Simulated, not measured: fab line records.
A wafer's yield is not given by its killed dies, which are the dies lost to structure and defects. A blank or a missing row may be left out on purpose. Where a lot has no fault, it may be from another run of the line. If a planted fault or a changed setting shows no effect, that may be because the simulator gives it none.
fab line records	flow nand_harc
record: lots: 7	wafers: 21	last_day: 24
route steps=1159 shown A_M1@1057 A_BONDPAD@1059 END@1159
lots with no fault: from the same line, run without faults
start_h: hours from the record's opening day to when the first of the lot's shown wafers began	wait_h: time in hours since the lot's previous step	" as in the row above	L1.1+2: several wafers, shown together as one row	- no value, or no start was given	* or withheld: withheld	< > ~ a bound
route shown NAME@n: NAME is a module with steps in the file, n the number in the route of the first one	usual: the fault-free wafers' mean and standard deviation	same: alike in all rows	chamber/n: place in a boat	sites: readings site by site	_std_site: the standard deviation of these	_edge_site: inner sites' mean taken away from outer sites' mean	radius_mm: how far each site lies from the wafer's centre	mask NAME#n: copy n	behind: the tool/chamber that last shaped the wafer	hold: cause of the lot's hold/its duration in hours/its outcome	device: whichever transistor did not switch (one of n, p or np)	end of line: tests run on the same wafers once the route is complete	step lacking rows: just its recipe	killed: the dies lost at the first sort to structure and to defects; this is not the yield of the wafer	map: dies across one wafer; x = killed, . = not, _ = none there
set.NAME: setting as actually run; set.NAME@STEP: the setting as run at that earlier step	model.NAME: the simulator's own value behind a step, which no gauge read
a table for each step, a row for each wafer; lots at some steps of the route
services: a tool's chamber out of use, with start hour (start_h, from the record's first day; less than 0 if before it), hours out, and reason
== steps ==
step: NHARC_A_M1_PRE_CLEAN_32
recipe: time_s: 12	temp_c: 370	rf_power_w: 300	gas: NH3
usual: heater_power_outer_w: 364/49	heater_power_w: 626/68
lot.wafer	tool	chamber	start_h	wait_h	heater_power_outer_w	heater_power_w
L434.3	pecvd-03	1	415.22	0.1	447	716
L434.1	"	2	"	"	390	607
L434.6	"	1	"	"	469	726
L435.2	pecvd-01	1	416.15	0.1	371	625
L435.1	"	0	"	"	351	667
L435.5	"	0	"	"	349	642
L442.1	pecvd-03	2	463.71	0.3	383	623
L442.2	"	0	"	"	361	598
L442.5	"	2	"	"	381	607
L444.2	pecvd-04	2	468.12	0.1	347	604
L444.4	"	2	"	"	341	617
L444.5	"	0	"	"	279	502
L448.3	pecvd-01	0	483.17	0.1	365	648
L448.2	"	1	"	"	373	617
L448.6	"	0	"	"	364	653
L455.3	pecvd-01	1	532.97	0.1	388	634
L455.2	"	0	"	"	378	674
L455.6	"	2	"	"	409	738
L457.3	pecvd-01	1	538.48	0.1	392	622
L457.5	"	1	"	"	366	642
L457.6	"	2	"	"	354	647
step: NHARC_A_M1_DEP_33
recipe: target_thk_a: 300	temp_c: 370	target_thk_nm: 30	pressure_torr: 3	flow_sccm: 200	rf_w: 450	material: SiCN
usual: heater_power_outer_w: 328/52	heater_power_w: 578/70
lot.wafer	tool	chamber	start_h	wait_h	heater_power_outer_w	heater_power_w
L434.3	pecvd-03	1	415.30	0.1	396	619
L434.1	"	2	"	"	398	613
L434.6	"	1	"	"	395	647
L435.2	pecvd-01	1	416.23	0.1	299	511
L435.1	"	0	"	"	311	587
L435.5	"	0	"	"	313	594
L442.1	pecvd-03	2	463.79	0.1	344	579
L442.2	"	0	"	"	381	627
L442.5	"	2	"	"	337	570
L444.2	pecvd-04	2	468.20	0.1	316	587
L444.4	"	2	"	"	331	587
L444.5	"	0	"	"	231	430
L448.3	pecvd-01	0	483.25	0.1	338	622
L448.2	"	1	"	"	332	588
L448.6	"	0	"	"	344	629
L455.3	pecvd-01	1	533.05	0.1	281	526
L455.2	"	0	"	"	320	589
L455.6	"	2	"	"	385	690
L457.3	pecvd-01	1	538.56	0.1	325	585
L457.5	"	1	"	"	342	591
L457.6	"	2	"	"	388	705
step: NHARC_A_BONDPAD_DEP_00
recipe: target_thk_a: 2500	temp_c: 370	target_thk_nm: 250	pressure_torr: 3	flow_sccm: 200	rf_w: 450	material: SiCN
usual: heater_power_outer_w: 325/50	heater_power_w: 570/67
lot.wafer	tool	chamber	start_h	wait_h	heater_power_outer_w	heater_power_w
L434.1	pecvd-03	2	-	-	378	609
L434.3	"	0	"	"	304	531
L434.6	"	2	"	"	378	617
L435.2	pecvd-02	0	416.79	-	311	550
L435.1	"	1	"	"	364	621
L435.5	"	2	"	"	377	636
L442.1	pecvd-03	2	-	-	372	596
L442.2	"	0	"	"	293	532
L442.5	"	1	"	"	425	673
L444.2	pecvd-04	2	-	-	321	601
L444.5	"	1	"	"	247	459
L444.4	"	2	"	"	329	608
L448.2	pecvd-02	1	483.80	-	348	604
L448.3	"	2	"	"	361	616
L448.6	"	1	"	"	364	620
L455.3	pecvd-02	1	533.61	-	308	535
L455.2	"	0	"	"	314	540
L455.6	"	2	"	"	296	555
L457.3	pecvd-04	1	539.16	-	214	416
L457.6	"	0	"	"	273	499
L457.5	"	2	"	"	327	597
step: NHARC_A_BONDPAD_CMP_29
recipe: target_thk_nm: 200	material: SiCN
usual: edge_zone_pressure_frac: 1.000/0.0053	motor_current_A: 12.0/1.5
lot.wafer	tool	chamber	start_h	wait_h	edge_zone_pressure_frac	motor_current_A
L434.3	cmp-01	0	416.31	-	1.002	11.4
L434.1	"	1	"	"	1.000	12.1
L434.6	"	2	"	"	1.006	11.4
L435.2	cmp-04	1	417.19	-	0.995	10.0
L435.1	"	2	"	"	0.997	12.4
L435.5	"	2	"	"	0.998	13.2
L442.1	cmp-04	3	464.77	-	0.996	11.6
L442.2	"	0	"	"	1.011	15.7
L442.5	"	3	"	"	0.994	11.9
L444.2	cmp-04	3	469.16	-	1.003	12.3
L444.4	"	0	"	"	1.001	15.5
L444.5	"	3	"	"	0.998	12.1
L448.2	cmp-01	2	484.25	-	0.996	12.3
L448.3	"	3	"	"	0.998	11.3
L448.6	"	0	"	"	1.004	11.5
L455.2	cmp-03	2	534.02	-	0.998	10.9
L455.3	"	0	"	"	0.993	13.9
L455.6	"	3	"	"	1.001	10.6
L457.3	cmp-01	2	539.52	-	1.004	11.6
L457.5	"	2	"	"	0.998	12.4
L457.6	"	3	"	"	1.011	11.4
step: NHARC_A_BONDPAD_THK_MEAS_30
recipe: thk_meas_gauge: ellipsometry
usual: thk_nm: 200.3/1.3
lot.wafer	tool	chamber	start_h	wait_h	thk_nm
L434.1	film_metro-01	-	416.51	0.2	201.0
L434.3	"	-	"	"	202.2
L434.6	"	-	"	"	200.9
L435.1	film_metro-02	-	417.44	0.2	202.3
L435.2	"	-	"	"	199.3
L435.5	"	-	"	"	200.1
L442.1	film_metro-01	-	465.03	0.2	198.4
L442.2	"	-	"	"	200.4
L442.5	"	-	"	"	200.1
L444.2	film_metro-02	-	469.41	0.2	198.1
L444.4	"	-	"	"	198.0
L444.5	"	-	"	"	200.0
L448.2	film_metro-01	-	484.45	0.2	201.7
L448.3	"	-	"	"	200.4
L448.6	"	-	"	"	199.7
L455.2	film_metro-02	-	534.27	0.2	199.6
L455.3	"	-	"	"	199.9
L455.6	"	-	"	"	199.3
L457.3	film_metro-01	-	539.78	0.2	202.5
L457.5	"	-	"	"	201.2
L457.6	"	-	"	"	202.6
step: NHARC_A_BONDPAD_SRD_31
step: NHARC_A_BONDPAD_DEHYDRATE_01
recipe: temp_c: 150	time_s: 120
step: NHARC_A_BONDPAD_HMDS_02
recipe: time_s: 30
step: NHARC_A_BONDPAD_COAT_33
recipe: temp_c: 200	time_s: 65
step: NHARC_A_BONDPAD_COAT_03
recipe: spin_rpm: 2000	resist_thk_nm: 600
step: NHARC_A_BONDPAD_SOFTBAKE_04
recipe: temp_c: 125	time_s: 70
step: NHARC_A_BONDPAD_EBR_05
step: NHARC_A_BONDPAD_EXPOSE_06
recipe: na: 0.55	dose_mj: 36.99	mask_id: A_BPAD
usual: exposure_dose_mJ_cm2: 36.99/0.034	reticle_temp_C: 22.98/0.1
lot.wafer	tool	chamber	start_h	wait_h	mask	exposure_dose_mJ_cm2	reticle_temp_C
L434.1	krf_scanner-03	0	416.81	-	A_BPAD#0	36.95	23.17
L434.3	"	0	"	"	A_BPAD#0	36.95	23.06
L434.6	"	0	"	"	A_BPAD#0	37.03	23.02
L435.1	krf_scanner-02	0	417.86	-	A_BPAD#0	36.95	23.04
L435.2	"	0	"	"	A_BPAD#0	36.95	22.95
L435.5	"	0	"	"	A_BPAD#0	36.96	22.94
L442.1	krf_scanner-03	0	465.44	-	A_BPAD#0	24.24	22.96
L442.2	"	0	"	"	A_BPAD#0	24.26	22.78
L442.5	"	0	"	"	A_BPAD#0	24.22	22.85
L444.2	krf_scanner-03	0	469.71	-	A_BPAD#0	26.89	23.00
L444.4	"	0	"	"	A_BPAD#0	26.82	23.03
L444.5	"	0	"	"	A_BPAD#0	26.82	22.97
L448.2	krf_scanner-03	0	484.87	-	A_BPAD#0	27.96	23.03
L448.3	"	0	"	"	A_BPAD#0	27.96	23.10
L448.6	"	0	"	"	A_BPAD#0	27.97	22.77
L455.2	krf_scanner-02	0	534.69	-	A_BPAD#0	37.01	22.94
L455.3	"	0	"	"	A_BPAD#0	36.97	22.98
L455.6	"	0	"	"	A_BPAD#0	36.96	22.87
L457.3	krf_scanner-04	0	540.20	-	A_BPAD#0	36.97	22.95
L457.5	"	0	"	"	A_BPAD#0	36.95	23.02
L457.6	"	0	"	"	A_BPAD#0	37.01	22.96
step: NHARC_A_BONDPAD_PEB_07
recipe: peb_temp_c: 128	peb_time_s: 80
step: NHARC_A_BONDPAD_DEVELOP_08
recipe: time_s: 50	dev_temp_c: 22
step: NHARC_A_BONDPAD_CD_MEAS_09
recipe: target_cd_nm: 500	landing_energy_ev: 500
usual: cd_nm: 499.8/1.3
lot.wafer	tool	chamber	start_h	wait_h	hold	cd_nm
L434.1	cd_sem-03	0	416.96	-	-	499.5
L434.3	"	0	"	"	-	499.1
L434.6	"	0	"	"	-	499.6
L435.1	cd_sem-01	0	418.02	-	-	498.3
L435.2	"	0	"	"	-	500.3
L435.5	"	0	"	"	-	498.1
L442.1	cd_sem-01	0	465.59	-	await_dispo/0.2h/release	491.1
L442.2	"	0	"	"	await_dispo/0.2h/release	490.1
L442.5	"	0	"	"	await_dispo/0.2h/release	489.2
L442.1	cd_sem-01	0	-	-	-	491.1
L442.2	"	0	"	"	-	489.8
L442.5	"	0	"	"	-	489.5
L444.2	cd_sem-01	0	469.85	-	await_dispo/0.2h/release	494.0
L444.4	"	0	"	"	await_dispo/0.2h/release	491.7
L444.5	"	0	"	"	await_dispo/0.2h/release	492.3
L444.2	cd_sem-01	0	-	-	-	494.1
L444.4	"	0	"	"	-	491.8
L444.5	"	0	"	"	-	492.6
L448.2	cd_sem-03	0	485.02	-	await_dispo/0.2h/release	490.2
L448.3	"	0	"	"	await_dispo/0.2h/release	492.4
L448.6	"	0	"	"	await_dispo/0.2h/release	492.0
L448.2	cd_sem-03	0	-	-	-	490.4
L448.3	"	0	"	"	-	492.2
L448.6	"	0	"	"	-	492.0
L455.2	cd_sem-02	0	534.84	-	-	498.7
L455.3	"	0	"	"	-	499.6
L455.6	"	0	"	"	-	499.0
L457.3	cd_sem-01	0	540.35	-	-	499.3
L457.5	"	0	"	"	-	499.4
L457.6	"	0	"	"	-	498.8
step: NHARC_A_BONDPAD_OVL_MEAS_35
usual: overlay_x_nm: 1/6.3	overlay_y_nm: -2/7
lot.wafer	tool	chamber	start_h	wait_h	hold	overlay_x_nm	overlay_y_nm
L434.1	overlay-01	-	417.05	-	-	6	-4
L434.3	"	-	"	"	-	6	-4
L434.6	"	-	"	"	-	6	-3
L435.1	overlay-01	-	418.11	-	-	-2	0
L435.2	"	-	"	"	-	-1	-1
L435.5	"	-	"	"	-	-1	0
L442.1	overlay-02	-	467.60	-	await_dispo/1.7h/release	6	-7
L442.2	"	-	"	"	await_dispo/1.7h/release	6	-7
L442.5	"	-	"	"	await_dispo/1.7h/release	6	-8
L444.2	overlay-01	-	475.84	-	await_dispo/5.7h/release	-12	-7
L444.4	"	-	"	"	await_dispo/5.7h/release	-12	-6
L444.5	"	-	"	"	await_dispo/5.7h/release	-12	-7
L448.2	overlay-01	-	487.94	-	await_dispo/2.6h/release	-12	0
L448.3	"	-	"	"	await_dispo/2.6h/release	-12	0
L448.6	"	-	"	"	await_dispo/2.6h/release	-12	-1
L455.2	overlay-02	-	534.93	-	-	-11	1
L455.3	"	-	"	"	-	-11	1
L455.6	"	-	"	"	-	-11	2
L457.3	overlay-02	-	540.43	-	-	-2	-15
L457.5	"	-	"	"	-	-1	-15
L457.6	"	-	"	"	-	-1	-15
step: NHARC_END_SORT_01
recipe: temp_c: 25
usual: defect_limited_yield: 95.4/1.6	killed_at_array: 27/11	killed_at_other: 0.8/1.4	killed_at_periphery: 3.3/2	killed_dies: 31/11	killed_open: 3.4/1.8	killed_short: 2.1/1.3	sort_bin_2_pct: 1.4/0.7	sort_bin_3_pct: 0.24/0.21	sort_bin_4_pct: 2.9/1	sort_n_pass: 646/11	sort_rim_yield_pct: 95.4/2.8	sort_yield_pct: 95.4/1.6
same: gross_dies: 677	sort_bin_5_pct[%]: 0	sort_bin_6_pct[%]: 0	sort_bin_7_pct[%]: 0	sort_bin_8_pct[%]: 0	sort_rim_n_gross: 106.00
lot.wafer	tool	chamber	start_h	wait_h	defect_limited_yield[%]	killed_at_array	killed_at_other	killed_at_periphery	killed_dies	killed_open	killed_short	sort_bin_2_pct[%]	sort_bin_3_pct[%]	sort_bin_4_pct[%]	sort_n_pass	sort_rim_yield_pct[%]	sort_yield_pct[%]
L435.1	prober-01	0	461.39	2.5	95.0	29	2	3	34	3	2	1.9	0.30	2.8	643	92.5	95.0
L435.2	prober-01	0	462.18	2.8	95.4	23	6	2	31	1	3	1.2	0	3.4	646	98.1	95.4
L435.5	prober-01	0	464.55	3.7	95.3	30	2	0	32	2	1	1.9	0.30	2.5	645	95.3	95.3
L442.1	prober-02	0	502.48	2.5	97.9	11	1	2	14	5	2	0.1	0.15	1.8	663	97.2	97.9
L442.2	prober-02	0	503.27	2.8	97.5	15	1	1	17	2	0	0.7	0.15	1.6	660	98.1	97.5
L442.5	prober-02	0	505.64	3.7	97.6	14	1	1	16	3	1	0.4	0	1.9	661	99.1	97.6
L444.2	prober-02	0	513.26	2.8	95.4	24	2	5	31	1	3	2.5	0.59	1.5	646	96.2	95.4
L444.4	prober-02	0	514.85	3.4	95.3	26	0	6	32	6	2	1.2	0	3.5	645	94.3	95.3
L444.5	prober-02	0	515.64	3.7	95.4	26	0	5	31	2	2	1.0	0.15	3.4	646	90.6	95.4
L455.2	prober-02	0	568.81	2.8	94.8	33	0	2	35	5	3	1.8	0.15	3.2	642	93.4	94.8
L455.3	prober-02	0	569.62	3.1	94.5	32	1	4	37	7	0	2.5	0.15	2.8	640	95.3	94.5
L455.6	prober-02	0	572.06	4.1	94.8	34	0	1	35	2	2	1.6	0.30	3.2	642	89.6	94.8
killed by level:class
L435.1 A_CHANNEL_HOLE_D1:chamber_film_flake=16 A_STAIRCASE:chamber_film_flake=3 A_WL_FILL:chamber_film_flake=3 THIN_TSV:chamber_film_flake=2 A_ONON_D1:geometric_particle:open=1 A_ONON_D1:geometric_particle:short=1 A_CHANNEL_HOLE_D1:geometric_particle:open=1 A_WL_FILL:geometric_particle:short=1
L435.2 A_CHANNEL_HOLE_D1:chamber_film_flake=11 THIN_TSV:chamber_film_flake=6 A_CONTACT:chamber_film_flake=3 A_STAIRCASE:chamber_film_flake=2 A_SLIT:chamber_film_flake=2 A_WL_FILL:chamber_film_flake=2 P_M0:geometric_particle:short=1 A_CHANNEL_FILL_D1:geometric_particle:short=1
L435.5 A_CHANNEL_HOLE_D1:chamber_film_flake=15 A_WL_FILL:chamber_film_flake=5 A_STAIRCASE:chamber_film_flake=3 A_SLIT:chamber_film_flake=3 THIN_TSV:chamber_film_flake=2 A_CHANNEL_HOLE_D1:geometric_particle:open=1 A_WL_FILL:geometric_particle:short=1 A_CONTACT:geometric_particle:open=1
L442.1 A_CHANNEL_HOLE_D1:chamber_film_flake=4 A_SGD_CUT:geometric_particle:open=2 P_M0:geometric_particle:open=1 A_WL_FILL:geometric_particle:short=1 A_WL_FILL:geometric_particle:open=1 A_CONTACT:geometric_particle:short=1 A_M0:geometric_particle:open=1 P_M1:chamber_film_flake=1
L442.2 A_CONTACT:chamber_film_flake=6 A_STAIRCASE:chamber_film_flake=5 A_ONON_D1:geometric_particle:open=1 A_CHANNEL_FILL_D1:geometric_particle:open=1 P_GATE:chamber_film_flake=1 A_CHANNEL_HOLE_D1:chamber_film_flake=1 A_WL_FILL:chamber_film_flake=1 THIN_TSV:chamber_film_flake=1
L442.5 A_STAIRCASE:chamber_film_flake=6 A_CHANNEL_HOLE_D1:chamber_film_flake=3 A_CONTACT:chamber_film_flake=2 P_CONTACT:geometric_particle:open=1 A_CONTACT:geometric_particle:open=1 A_CONTACT:geometric_particle:short=1 A_M0:geometric_particle:open=1 THIN_TSV:chamber_film_flake=1
L444.2 A_SLIT:chamber_film_flake=13 P_BONDPAD:chamber_film_flake=3 A_CHANNEL_HOLE_D1:chamber_film_flake=2 A_STAIRCASE:chamber_film_flake=2 A_SGD_CUT:chamber_film_flake=2 A_WL_FILL:chamber_film_flake=2 THIN_TSV:chamber_film_flake=2 P_M0:geometric_particle:open=1
L444.4 A_SLIT:chamber_film_flake=7 A_CONTACT:geometric_particle:open=4 A_STAIRCASE:chamber_film_flake=4 A_CONTACT:chamber_film_flake=4 P_BONDPAD:chamber_film_flake=3 P_ZERO_WELL:chamber_film_flake=2 A_SGD_CUT:chamber_film_flake=2 P_M1:geometric_particle:open=1
L444.5 A_SLIT:chamber_film_flake=8 A_CONTACT:chamber_film_flake=6 A_SGD_CUT:chamber_film_flake=4 A_STAIRCASE:chamber_film_flake=3 P_ZERO_WELL:chamber_film_flake=2 P_M2:geometric_particle:open=1 A_CHANNEL_FILL_D1:geometric_particle:open=1 A_CONTACT:geometric_particle:short=1
L455.2 A_SLIT:chamber_film_flake=9 A_CHANNEL_HOLE_D1:chamber_film_flake=6 A_STAIRCASE:chamber_film_flake=6 A_CONTACT:chamber_film_flake=6 A_WL_FILL:geometric_particle:open=2 P_GATE:geometric_particle:open=1 P_GATE:geometric_particle:short=1 A_SOURCE_PLATE:geometric_particle:short=1
L455.3 A_SLIT:chamber_film_flake=18 A_STAIRCASE:chamber_film_flake=3 A_CONTACT:chamber_film_flake=3 P_M1:geometric_particle:open=2 A_BLC:geometric_particle:open=2 P_GATE:chamber_film_flake=2 A_SGD_CUT:geometric_particle:open=1 A_WL_FILL:geometric_particle:open=1
L455.6 A_SLIT:chamber_film_flake=13 A_CHANNEL_HOLE_D1:chamber_film_flake=8 A_STAIRCASE:chamber_film_flake=5 A_CONTACT:chamber_film_flake=3 A_SOURCE_PLATE:geometric_particle:short=1 A_WL_FILL:geometric_particle:short=1 A_CONTACT:geometric_particle:open=1 A_BLC:geometric_particle:open=1
== services ==
tool	chamber	start_h	hours	kind
cmp-03	-	395.85	4.0	pm
cmp-04	-	398.44	1.2	repair
cmp-04	-	401.00	4.0	pm
krf_scanner-02	-	412.42	1.8	repair
pecvd-01	-	418.00	13.0	pm
cmp-01	-	440.48	1.1	repair
pecvd-04	1	447.21	6.6	repair
krf_scanner-04	-	453.59	0.2	repair
krf_scanner-04	-	460.36	0.7	repair
krf_scanner-03	-	461.35	0.7	repair
pecvd-01	0	467.49	1.9	repair
krf_scanner-04	-	470.00	4.0	pm
pecvd-03	-	473.01	13.0	pm
cmp-01	-	473.65	4.0	pm
cmp-03	-	493.85	4.0	pm
cmp-04	-	499.00	4.0	pm
cmp-01	-	508.99	1.4	repair
krf_scanner-04	-	510.55	3.0	repair
krf_scanner-03	-	512.00	4.0	pm
pecvd-03	-	514.20	3.1	repair
pecvd-02	-	515.07	13.0	pm
krf_scanner-04	-	521.68	0.7	repair
krf_scanner-03	-	521.70	2.2	repair
krf_scanner-04	-	527.79	0.5	repair
== key ==
first_sign: step: NHARC_A_BONDPAD_EXPOSE_06	reading: exposure_dose_mJ_cm2	direction: down	sigmas: 99+	usual: 36.99	struck: 26.35
effect: step: NHARC_A_BONDPAD_CD_MEAS_09	reading: visit	direction: added	through: control_loop
effect: step: NHARC_A_BONDPAD_CD_MEAS_09	reading: cd_nm	direction: down	sigmas: 6.5	usual: 499.8	struck: 491.5	through: control_loop
met_at NHARC_A_BONDPAD_EXPOSE_06
struck_wafers L442.1,L442.2,L442.5,L444.2,L444.4,L444.5,L448.2,L448.3,L448.6
loop_trim: step: NHARC_A_BONDPAD_EXPOSE_06	setting: dose	lots: L444,L448
onset_between 416.81 465.44
fault: kind: process_parameter_drift	tool: krf_scanner-03	chamber: -	onset_h: 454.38	steps: NHARC_A_BONDPAD_EXPOSE_06	channel: dose_mj	offset: -12.71	shape: step	acts_in: these_recipes_only	stated: 36.99
loop_trim: a control loop set the setting to another value than it would have without faults
